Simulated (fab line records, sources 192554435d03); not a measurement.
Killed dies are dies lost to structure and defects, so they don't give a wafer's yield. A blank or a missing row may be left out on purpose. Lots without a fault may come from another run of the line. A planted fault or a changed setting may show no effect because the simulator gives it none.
Chamber matching | flow n5_finfet | N5_BEOL_M13_ILD_DEP_00 on pecvd-02: 3 sister chambers
The step deposits SiOC from DEMS/O2, target thk 837.92 nm, time 166.4 s. 20 wafers are shown with their chamber, then 10 later ones without.

WAFERS WITH THEIR CHAMBER
wafer  | chamber | throttle_valve_pct (%) | heater_power_w (W) | showerhead_plenum_p_Torr (Torr)
L074.1 | 2       | 10.5                   | 423                | 5.675
L074.2 | 0       | 12.4                   | 524                | 5.714
L074.3 | 1       | 12.3                   | 529                | 5.714
L075.2 | 1       | 12.1                   | 481                | 5.695
L075.5 | 0       | 12.6                   | 452                | 5.693
L075.6 | 1       | 12.0                   | 535                | 5.706
L076.3 | 1       | 12.3                   | 566                | 5.713
L076.4 | 1       | 12.3                   | 466                | 5.690
L076.5 | 0       | 12.3                   | 572                | 5.707
L079.1 | 2       | 10.2                   | 374                | 5.694
L079.3 | 1       | 12.4                   | 589                | 5.718
L079.4 | 0       | 12.4                   | 549                | 5.702
L081.2 | 2       | 10.4                   | 447                | 5.694
L081.5 | 2       | 10.8                   | 365                | 5.675
L081.6 | 1       | 12.5                   | 569                | 5.698
L085.3 | 0       | 12.7                   | 530                | 5.707
L085.5 | 2       | 10.6                   | 356                | 5.697
L085.6 | 0       | 12.7                   | 538                | 5.704
L091.1 | 0       | 12.5                   | 507                | 5.713
L091.2 | 2       | 10.6                   | 411                | 5.677

SIGNATURES (means of the wafers above)
reading                  | chamber 0 | chamber 1 | chamber 2 | scatter within a chamber
throttle_valve_pct       | 12.514    | 12.271    | 10.517    | 0.177
heater_power_w           | 524.57    | 533.57    | 396.00    | 40.6
showerhead_plenum_p_Torr | 5.70571   | 5.70486   | 5.68533   | 0.00958
Rule: a wafer's distance from a chamber is the root of the sum, over the readings, of the square of ((its reading less the chamber's mean) divided by the reading's scatter). The wafer belongs to the nearest chamber; if the next one is less than 2 further off, it can't be placed. The scatter: the root of (the sum of the squares of (reading less its chamber's mean) over the shown wafers, divided by (wafers less chambers)).

WAFERS WITHOUT THEIR CHAMBER
wafer  | throttle_valve_pct (%) | heater_power_w (W) | showerhead_plenum_p_Torr (Torr)
L091.3 | 12.5                   | 558                | 5.701
L091.4 | 12.4                   | 557                | 5.680
L091.5 | 10.6                   | 426                | 5.688
L091.6 | 12.4                   | 533                | 5.699
L093.4 | 12.5                   | 519                | 5.701
L093.5 | 12.3                   | 553                | 5.716
L093.6 | 10.5                   | 429                | 5.691
L097.1 | 10.6                   | 385                | 5.680
L097.3 | 12.3                   | 520                | 5.706
L097.5 | 12.7                   | 528                | 5.703

WHICH CHAMBER EACH WENT THROUGH
wafer  | from the rows above     | in truth
L091.3 | can't be placed: 0 or 1 | 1
L091.4 | can't be placed: 1 or 0 | 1
L091.5 | 2                       | 2
L091.6 | can't be placed: 1 or 0 | 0
L093.4 | can't be placed: 0 or 1 | 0
L093.5 | can't be placed: 1 or 0 | 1
L093.6 | 2                       | 2
L097.1 | 2                       | 2
L097.3 | can't be placed: 1 or 0 | 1
L097.5 | can't be placed: 0 or 1 | 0
Placed correctly: 3 of 10. Can't be placed from these rows: 7 (the true chamber is among the candidates in 7). Placed wrongly: 0.
